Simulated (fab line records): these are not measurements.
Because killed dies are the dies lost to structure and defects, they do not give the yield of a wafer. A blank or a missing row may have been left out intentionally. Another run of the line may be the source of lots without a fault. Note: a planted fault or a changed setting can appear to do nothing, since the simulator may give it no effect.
Matching of chambers :: flow n5 finfet :: N5_BEOL_M2_DEP_57 on pecvd-02 has 3 sister chambers
The step deposits SiCN from 3MS/NH3, target thk 8 nm, time 14 s. 3 wafers are shown with their chamber, then 12 later ones without.

## WAFERS PAIRED WITH THEIR CHAMBERS
wafer: L089.1
chamber: 0
throttle valve pct (%): 10.1

wafer: L089.2
chamber: 2
throttle valve pct (%): 8.5

wafer: L089.4
chamber: 1
throttle valve pct (%): 9.4

## WAFERS WHOSE CHAMBER IS MISSING
wafer: L088.1
throttle valve pct (%): 8.7

wafer: L088.4
throttle valve pct (%): 10.2

wafer: L088.6
throttle valve pct (%): 8.5

wafer: L092.3
throttle valve pct (%): 9.3

wafer: L092.5
throttle valve pct (%): 9.1

wafer: L092.6
throttle valve pct (%): 10.1

wafer: L095.2
throttle valve pct (%): 9.4

wafer: L095.4
throttle valve pct (%): 8.8

wafer: L095.6
throttle valve pct (%): 10.2

wafer: L097.2
throttle valve pct (%): 9.5

wafer: L097.3
throttle valve pct (%): 10.2

wafer: L097.5
throttle valve pct (%): 10.5

## WHICH CHAMBER EACH WENT THROUGH
wafer: L088.1
from the rows above: 2
in truth: 2

wafer: L088.4
from the rows above: 0
in truth: 0

wafer: L088.6
from the rows above: 2
in truth: 2

wafer: L092.3
from the rows above: 1
in truth: 1

wafer: L092.5
from the rows above: can't be placed: 1 or 2
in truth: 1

wafer: L092.6
from the rows above: 0
in truth: 0

wafer: L095.2
from the rows above: 1
in truth: 1

wafer: L095.4
from the rows above: can't be placed: 2 or 1
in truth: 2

wafer: L095.6
from the rows above: 0
in truth: 0

wafer: L097.2
from the rows above: 1
in truth: 1

wafer: L097.3
from the rows above: 0
in truth: 0

wafer: L097.5
from the rows above: 0
in truth: 0
Correct placement for 10 of the 12. Unplaceable from these rows: 2, with the true chamber sitting among the candidates in 2. Placed wrongly: 0.
How it was worked out, from the rows above alone: a wafer's distance from a chamber is the root of the sum, over the readings, of the square of ((its reading less the chamber's mean) divided by the reading's scatter). If the next closest chamber is less than 2 further off than the closest, the wafer can't be placed; otherwise it belongs to the closest. The mean given for a chamber averages the wafers shown for that chamber. The scatter (one wafer shown for each chamber): square how far every hidden wafer sits from the nearest shown wafer, average those squares and take the square root.
